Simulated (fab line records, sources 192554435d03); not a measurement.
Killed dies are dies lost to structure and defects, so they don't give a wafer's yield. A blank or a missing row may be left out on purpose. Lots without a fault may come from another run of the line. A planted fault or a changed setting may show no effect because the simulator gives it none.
Split-lot experiment | flow n5_finfet | 7 lots, 21 wafers read, on a route of 1938 steps

THE SPLIT
At N5_BEOL_M3_ILD_DEP_00 (deposits SiOC from DEMS/O2, target thk 79 nm, time 15.3 s), the setting time_s was moved away from the recipe's 15.3 s on 7 of the 21 wafers read, by -6.7% to +10.9%. The other wafers ran this setting at the recipe's value.

The file shows no step between the split and the reading.

THE READING
M3_ILD_THK, in nm, at N5_BEOL_M3_THK_MEAS_01. Fault-free wafers of this fab line usually give 79.0 nm, standard deviation 1.1 nm.

wafer  | tool, chamber at the split | time_s as run, s | against the recipe | M3_ILD_THK, nm | against lot-mates on the recipe
L075.2 | pecvd-03, 0                | 15.3             | recipe             | 77.9           | -
L075.3 | pecvd-03, 1                | 14.27            | -6.7%              | 72.0           | -6.3
L075.6 | pecvd-03, 1                | 15.3             | recipe             | 78.7           | -
L079.3 | pecvd-03, 2                | 16.26            | +6.3%              | 83.3           | +4.1
L079.4 | pecvd-03, 1                | 16.26            | +6.3%              | 83.6           | +4.4
L079.6 | pecvd-03, 0                | 15.3             | recipe             | 79.2           | -
L081.1 | pecvd-01, 0                | 15.3             | recipe             | 77.3           | -
L081.2 | pecvd-01, 2                | 15.3             | recipe             | 77.4           | -
L081.4 | pecvd-01, 2                | 15.3             | recipe             | 79.4           | -
L088.1 | pecvd-03, 1                | 15.3             | recipe             | 78.6           | -
L088.2 | pecvd-03, 2                | 15.3             | recipe             | 77.7           | -
L088.4 | pecvd-03, 1                | 16.7             | +9.2%              | 86.0           | +7.8
L091.2 | pecvd-03, 1                | 15.3             | recipe             | 77.8           | -
L091.4 | pecvd-03, 1                | 15.3             | recipe             | 79.3           | -
L091.6 | pecvd-03, 2                | 15.3             | recipe             | 79.0           | -
L095.1 | pecvd-04, 2                | 15.3             | recipe             | 78.5           | -
L095.3 | pecvd-04, 1                | 15.3             | recipe             | 76.9           | -
L095.4 | pecvd-04, 1                | 16.97            | +10.9%             | 85.8           | +8.1
L096.4 | pecvd-01, 1                | 15.3             | recipe             | 80.2           | -
L096.5 | pecvd-01, 1                | 15.88            | +3.8%              | 83.3           | +3.1
L096.6 | pecvd-01, 0                | 15.88            | +3.8%              | 81.8           | +1.6

THE FIT
A straight line over all 21 wafers: M3_ILD_THK changes by +0.809 nm for each +1% of time_s; r = +0.96; the points scatter about the line by 0.98 nm.
The same after taking each lot's own level away (the mean of its wafers on the recipe; 21 wafers): +0.785 nm for each +1%; r = +0.97; scatter 0.73 nm.
On that fit, the largest move of time_s shifts the reading by 8.6 nm.
The lots' own levels span 77.70 to 80.20 nm, that is 2.3 times the standard deviation above.
So the lot-to-lot level changes the slope little: the two slopes agree.
Check: with one of the wafers moved furthest among these (+10.9%) left out of the fit, the line predicts +8.56 nm for it against its lot-mates. It came out at +8.1 nm against them.

OTHER SPLITS ON THESE WAFERS
These wafers also went through other splits before the reading. Each is held against what the fit with the lots' levels taken away leaves over:
other split on the same wafers            | wafers away from the commonest value | r with M3_ILD_THK (lot level and that fit taken away)
N5_BEOL_M0_SAQP_SPACER1_ALD_98 ald_cycles | 3                                    | +0.06
N5_BEOL_M0_SAQP_ETCH_107 bias_w           | 10                                   | +0.09
N5_BEOL_M1_EXPOSE_08 dose_mj              | 4                                    | -0.09
N5_BEOL_M2_DESCUM_16 time_s               | 6                                    | +0.25
N5_BEOL_M2_COAT_68 spin_rpm               | 12                                   | +0.08

THE WHOLE CHAIN: every reading that the file lists as answering this split, in the file's order
step                   | what it does                                              | reading                                                                            | change (the file's fit)               | r (the file's)
N5_BEOL_M3_ILD_DEP_00  | deposits SiOC from DEMS/O2, target thk 79 nm, time 15.3 s | SiOC_of_BEOL_M3_ILD_DEP_00.thk_nm (the simulator's own value, which no gauge read) | +0.783 nm for each +1% of the setting | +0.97
N5_BEOL_M3_THK_MEAS_01 |                                                           | M3_ILD_THK                                                                         | +0.792 for each +1% of the setting    | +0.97

THE FILE'S OWN FIT
M3_ILD_THK changes by +0.792 nm for each +1% of time_s, r = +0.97.
